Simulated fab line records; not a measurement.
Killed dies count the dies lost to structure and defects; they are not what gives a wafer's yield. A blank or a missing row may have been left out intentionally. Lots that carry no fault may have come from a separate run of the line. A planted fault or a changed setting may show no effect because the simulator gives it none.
Split-lot experiment || flow n5Finfet || 39 wafers read across 7 lots, on a route 1938 steps long

== ABOUT THE SPLIT ==
At N5_BEOL_M1_HM_DEP_02 (deposits TiN, target thk 20 nm), the setting targetThkA was moved away from the recipe's 200 angstrom on 15 of the 39 wafers read, by -37.5% to +37.9%. For the rest of the wafers, this setting stayed at what the recipe calls for.

== FROM THE SPLIT TO THE READING: what the file shows between them, 4 steps ==
- N5_BEOL_M1_COAT_61: time 60 s, resist thk 60 nm
- N5_BEOL_M1_COAT_62: time 60 s, resist thk 12 nm
- N5_BEOL_M1_STRIP_75: strips in N2/H2
- N5_BEOL_M1_STRIP_66: strips in CF4

== THE READING ==
etch.depthNm (the simulator's own value, which no gauge read), in nm, at N5_BEOL_M1_HM_OPEN_17 (chemistry Cl2/BCl3, target TiN, target depth 20 nm, overetch 6 nm). The file gives no usual value for it. Across the 24 wafers here that went through the recipe, the average is 19.83 nm and the standard deviation 0.33 nm.

{"wafer": "L078.1", "tool, chamber at the split": "pvdSputter-02, -", "targetThkA as run, angstrom": 255.7, "against the recipe": "+27.8%", "etch.depthNm, nm": 25.85, "against lot-mates on the recipe": "+5.50"}
{"wafer": "L078.2", "tool, chamber at the split": "pvdSputter-02, -", "targetThkA as run, angstrom": 255.7, "against the recipe": "+27.8%", "etch.depthNm, nm": 25.87, "against lot-mates on the recipe": "+5.52"}
{"wafer": "L078.3", "tool, chamber at the split": "pvdSputter-02, -", "targetThkA as run, angstrom": 200, "against the recipe": "recipe", "etch.depthNm, nm": 20.38, "against lot-mates on the recipe": "-"}
{"wafer": "L078.4", "tool, chamber at the split": "pvdSputter-02, -", "targetThkA as run, angstrom": 200, "against the recipe": "recipe", "etch.depthNm, nm": 20.3, "against lot-mates on the recipe": "-"}
{"wafer": "L078.5", "tool, chamber at the split": "pvdSputter-02, -", "targetThkA as run, angstrom": 200, "against the recipe": "recipe", "etch.depthNm, nm": 20.37, "against lot-mates on the recipe": "-"}
{"wafer": "L078.6", "tool, chamber at the split": "pvdSputter-02, -", "targetThkA as run, angstrom": 255.7, "against the recipe": "+27.8%", "etch.depthNm, nm": 25.81, "against lot-mates on the recipe": "+5.46"}
{"wafer": "L079.1", "tool, chamber at the split": "pvdSputter-01, -", "targetThkA as run, angstrom": 200, "against the recipe": "recipe", "etch.depthNm, nm": 20.05, "against lot-mates on the recipe": "-"}
{"wafer": "L079.2", "tool, chamber at the split": "pvdSputter-01, -", "targetThkA as run, angstrom": 125.1, "against the recipe": "-37.5%", "etch.depthNm, nm": 12.4, "against lot-mates on the recipe": -7.53}
{"wafer": "L079.3", "tool, chamber at the split": "pvdSputter-01, -", "targetThkA as run, angstrom": 200, "against the recipe": "recipe", "etch.depthNm, nm": 19.8, "against lot-mates on the recipe": "-"}
{"wafer": "L079.4", "tool, chamber at the split": "pvdSputter-01, -", "targetThkA as run, angstrom": 200, "against the recipe": "recipe", "etch.depthNm, nm": 19.95, "against lot-mates on the recipe": "-"}
{"wafer": "L079.5", "tool, chamber at the split": "pvdSputter-01, -", "targetThkA as run, angstrom": 125.1, "against the recipe": "-37.5%", "etch.depthNm, nm": 12.47, "against lot-mates on the recipe": -7.46}
{"wafer": "L079.6", "tool, chamber at the split": "pvdSputter-01, -", "targetThkA as run, angstrom": 125.1, "against the recipe": "-37.5%", "etch.depthNm, nm": 12.5, "against lot-mates on the recipe": -7.43}
{"wafer": "L080.1", "tool, chamber at the split": "pvdSputter-02, -", "targetThkA as run, angstrom": 275.8, "against the recipe": "+37.9%", "etch.depthNm, nm": 25.91, "against lot-mates on the recipe": "+6.12"}
{"wafer": "L080.2", "tool, chamber at the split": "pvdSputter-02, -", "targetThkA as run, angstrom": 275.8, "against the recipe": "+37.9%", "etch.depthNm, nm": 25.92, "against lot-mates on the recipe": "+6.13"}
{"wafer": "L080.3", "tool, chamber at the split": "pvdSputter-02, -", "targetThkA as run, angstrom": 200, "against the recipe": "recipe", "etch.depthNm, nm": 19.83, "against lot-mates on the recipe": "-"}
{"wafer": "L080.6", "tool, chamber at the split": "pvdSputter-02, -", "targetThkA as run, angstrom": 200, "against the recipe": "recipe", "etch.depthNm, nm": 19.83, "against lot-mates on the recipe": "-"}
{"wafer": "L080.4", "tool, chamber at the split": "pvdSputter-02, -", "targetThkA as run, angstrom": 275.8, "against the recipe": "+37.9%", "etch.depthNm, nm": 25.7, "against lot-mates on the recipe": "+5.91"}
{"wafer": "L080.5", "tool, chamber at the split": "pvdSputter-02, -", "targetThkA as run, angstrom": 200, "against the recipe": "recipe", "etch.depthNm, nm": 19.7, "against lot-mates on the recipe": "-"}
{"wafer": "L088.1", "tool, chamber at the split": "pvdSputter-03, -", "targetThkA as run, angstrom": 141, "against the recipe": "-29.5%", "etch.depthNm, nm": 14.02, "against lot-mates on the recipe": -6.10}
{"wafer": "L088.3", "tool, chamber at the split": "pvdSputter-03, -", "targetThkA as run, angstrom": 141, "against the recipe": "-29.5%", "etch.depthNm, nm": 14.02, "against lot-mates on the recipe": -6.10}
{"wafer": "L088.2", "tool, chamber at the split": "pvdSputter-03, -", "targetThkA as run, angstrom": 200, "against the recipe": "recipe", "etch.depthNm, nm": 20.21, "against lot-mates on the recipe": "-"}
{"wafer": "L088.4", "tool, chamber at the split": "pvdSputter-03, -", "targetThkA as run, angstrom": 200, "against the recipe": "recipe", "etch.depthNm, nm": 20.17, "against lot-mates on the recipe": "-"}
{"wafer": "L088.5", "tool, chamber at the split": "pvdSputter-03, -", "targetThkA as run, angstrom": 141, "against the recipe": "-29.5%", "etch.depthNm, nm": 14.09, "against lot-mates on the recipe": -6.03}
{"wafer": "L088.6", "tool, chamber at the split": "pvdSputter-03, -", "targetThkA as run, angstrom": 200, "against the recipe": "recipe", "etch.depthNm, nm": 19.98, "against lot-mates on the recipe": "-"}
{"wafer": "L089.3", "tool, chamber at the split": "pvdSputter-03, -", "targetThkA as run, angstrom": 200, "against the recipe": "recipe", "etch.depthNm, nm": 19.91, "against lot-mates on the recipe": "-"}
{"wafer": "L089.4", "tool, chamber at the split": "pvdSputter-03, -", "targetThkA as run, angstrom": 200, "against the recipe": "recipe", "etch.depthNm, nm": 20.02, "against lot-mates on the recipe": "-"}
{"wafer": "L089.5", "tool, chamber at the split": "pvdSputter-03, -", "targetThkA as run, angstrom": 200, "against the recipe": "recipe", "etch.depthNm, nm": 19.95, "against lot-mates on the recipe": "-"}
{"wafer": "L090.1", "tool, chamber at the split": "pvdSputter-03, -", "targetThkA as run, angstrom": 162, "against the recipe": "-19.0%", "etch.depthNm, nm": 15.84, "against lot-mates on the recipe": -3.92}
{"wafer": "L090.2", "tool, chamber at the split": "pvdSputter-03, -", "targetThkA as run, angstrom": 200, "against the recipe": "recipe", "etch.depthNm, nm": 19.88, "against lot-mates on the recipe": "-"}
{"wafer": "L090.3", "tool, chamber at the split": "pvdSputter-03, -", "targetThkA as run, angstrom": 200, "against the recipe": "recipe", "etch.depthNm, nm": 19.7, "against lot-mates on the recipe": "-"}
{"wafer": "L090.4", "tool, chamber at the split": "pvdSputter-03, -", "targetThkA as run, angstrom": 162, "against the recipe": "-19.0%", "etch.depthNm, nm": 15.87, "against lot-mates on the recipe": -3.89}
{"wafer": "L090.5", "tool, chamber at the split": "pvdSputter-03, -", "targetThkA as run, angstrom": 200, "against the recipe": "recipe", "etch.depthNm, nm": 19.71, "against lot-mates on the recipe": "-"}
{"wafer": "L090.6", "tool, chamber at the split": "pvdSputter-03, -", "targetThkA as run, angstrom": 162, "against the recipe": "-19.0%", "etch.depthNm, nm": 15.99, "against lot-mates on the recipe": -3.77}
{"wafer": "L095.1", "tool, chamber at the split": "pvdSputter-03, -", "targetThkA as run, angstrom": 200, "against the recipe": "recipe", "etch.depthNm, nm": 19.42, "against lot-mates on the recipe": "-"}
{"wafer": "L095.2", "tool, chamber at the split": "pvdSputter-03, -", "targetThkA as run, angstrom": 200, "against the recipe": "recipe", "etch.depthNm, nm": 19.37, "against lot-mates on the recipe": "-"}
{"wafer": "L095.3", "tool, chamber at the split": "pvdSputter-03, -", "targetThkA as run, angstrom": 200, "against the recipe": "recipe", "etch.depthNm, nm": 19.22, "against lot-mates on the recipe": "-"}
{"wafer": "L095.4", "tool, chamber at the split": "pvdSputter-03, -", "targetThkA as run, angstrom": 200, "against the recipe": "recipe", "etch.depthNm, nm": 19.62, "against lot-mates on the recipe": "-"}
{"wafer": "L095.5", "tool, chamber at the split": "pvdSputter-03, -", "targetThkA as run, angstrom": 200, "against the recipe": "recipe", "etch.depthNm, nm": 19.31, "against lot-mates on the recipe": "-"}
{"wafer": "L095.6", "tool, chamber at the split": "pvdSputter-03, -", "targetThkA as run, angstrom": 200, "against the recipe": "recipe", "etch.depthNm, nm": 19.3, "against lot-mates on the recipe": "-"}

THE FIT
A straight line over all 39 wafers: etch.depthNm changes by +0.189 nm for each +1% of targetThkA; r = +0.99; the points scatter about the line by 0.49 nm.
The same after taking each lot's own level away (the mean of its wafers on the recipe; 39 wafers): +0.188 nm for each +1%; r = +1.00; scatter 0.35 nm.
On that fit, the largest move of targetThkA shifts the reading by 7.1 nm.
The lots' own levels span 19.373 to 20.350 nm, that is 3.0 times the standard deviation above.
So the lot-to-lot level changes the slope little: the two slopes agree.
Check: +7.11 nm against its lot-mates is what the line predicts for one of the wafers moved furthest among these (+37.9%) when that wafer is left out of the fit. It came out at +6.12 nm against them.

== THESE WAFERS: OTHER SPLITS ==
Note: prior to the reading, these wafers also went through further splits. Each is held against what the fit with the lots' levels taken away leaves over:
{"other split on the same wafers": "N5_FIN_SAQP_SPACER2_ALD_28 targetThkA", "wafers away from the commonest value": 18, "r with etch.depthNm (lot level and that fit taken away)": "+0.28"}

== THE WHOLE CHAIN: every reading that the file lists as answering this split, in the file's order ==
{"step": "N5_BEOL_M1_HM_DEP_02", "what it does": "deposits TiN, target thk 20 nm", "reading": "TiN_of_BEOL_M1_HM_DEP_02.thkNm (the simulator's own value, which no gauge read)", "change (the file's fit)": "+0.2 nm for each +1% of the setting", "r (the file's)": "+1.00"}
{"step": "N5_BEOL_M1_HM_OPEN_17", "what it does": "chemistry Cl2/BCl3, target TiN, target depth 20 nm, overetch 6 nm", "reading": "etch.depthNm (the simulator's own value, which no gauge read)", "change (the file's fit)": "+0.189 nm for each +1% of the setting", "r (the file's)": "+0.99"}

== FILE'S OWN FIT ==
etch.depthNm changes by +0.189 nm for each +1% of targetThkA, r = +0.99.
